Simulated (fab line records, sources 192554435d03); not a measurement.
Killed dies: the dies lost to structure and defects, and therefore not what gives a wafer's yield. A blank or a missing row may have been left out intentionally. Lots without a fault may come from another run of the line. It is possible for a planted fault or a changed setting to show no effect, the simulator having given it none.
Matching of chambers | flow n5Finfet | N5_GATE_CUT_CMP_43 on cmp-01: 4 sister chambers
The step polishes SiO2. 8 wafers are shown with their chamber, then 12 later ones without.

## WAFERS PAIRED WITH THEIR CHAMBERS
wafer  | chamber | motorCurrentA (A)
L082.6 | 0       | 11.9
L083.4 | 2       | 10.9
L085.2 | 3       | 10.8
L085.5 | 0       | 12.0
L085.6 | 1       | 11.2
L087.2 | 2       | 11.5
L087.4 | 3       | 10.9
L087.6 | 1       | 10.6

## WAFERS WITH NO CHAMBER GIVEN
wafer  | motorCurrentA (A)
L093.1 | 10.1
L093.3 | 11.7
L093.4 | 10.6
L094.1 | 10.9
L094.3 | 11.2
L094.6 | 10.7
L096.1 | 11.5
L096.4 | 10.6
L096.5 | 12.1
L097.1 | 11.3
L097.4 | 12.5
L097.6 | 11.5

## CHAMBER TAKEN BY EACH
wafer  | from the rows above               | in truth
L093.1 | can't be placed: 3 or 1 or 2      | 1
L093.3 | can't be placed: 0 or 2 or 1 or 3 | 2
L093.4 | can't be placed: 3 or 1 or 2      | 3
L094.1 | can't be placed: 1 or 3 or 2      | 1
L094.3 | can't be placed: 2 or 1 or 3      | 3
L094.6 | can't be placed: 3 or 1 or 2      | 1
L096.1 | can't be placed: 2 or 0 or 1 or 3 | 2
L096.4 | can't be placed: 3 or 1 or 2      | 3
L096.5 | 0                                 | 0
L097.1 | can't be placed: 2 or 1 or 3 or 0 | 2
L097.4 | 0                                 | 0
L097.6 | can't be placed: 2 or 0 or 1 or 3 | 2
Correct placement for 2 of the 12. Can't be placed from these rows: 10 (the true chamber is among the candidates in 10). 0 placed wrongly.
How it was worked out, from the rows above alone: a wafer's distance from a chamber is the root of the sum, over the readings, of the square of ((its reading less the chamber's mean) divided by the reading's scatter). If the next closest chamber is less than 2 further off than the closest, the wafer can't be placed; otherwise it belongs to the closest. The mean given for a chamber averages the wafers shown for that chamber. How the scatter is found: for the shown wafers, subtract from each reading the mean of its chamber, square and add these, divide the total by (wafers less chambers), then take the root.
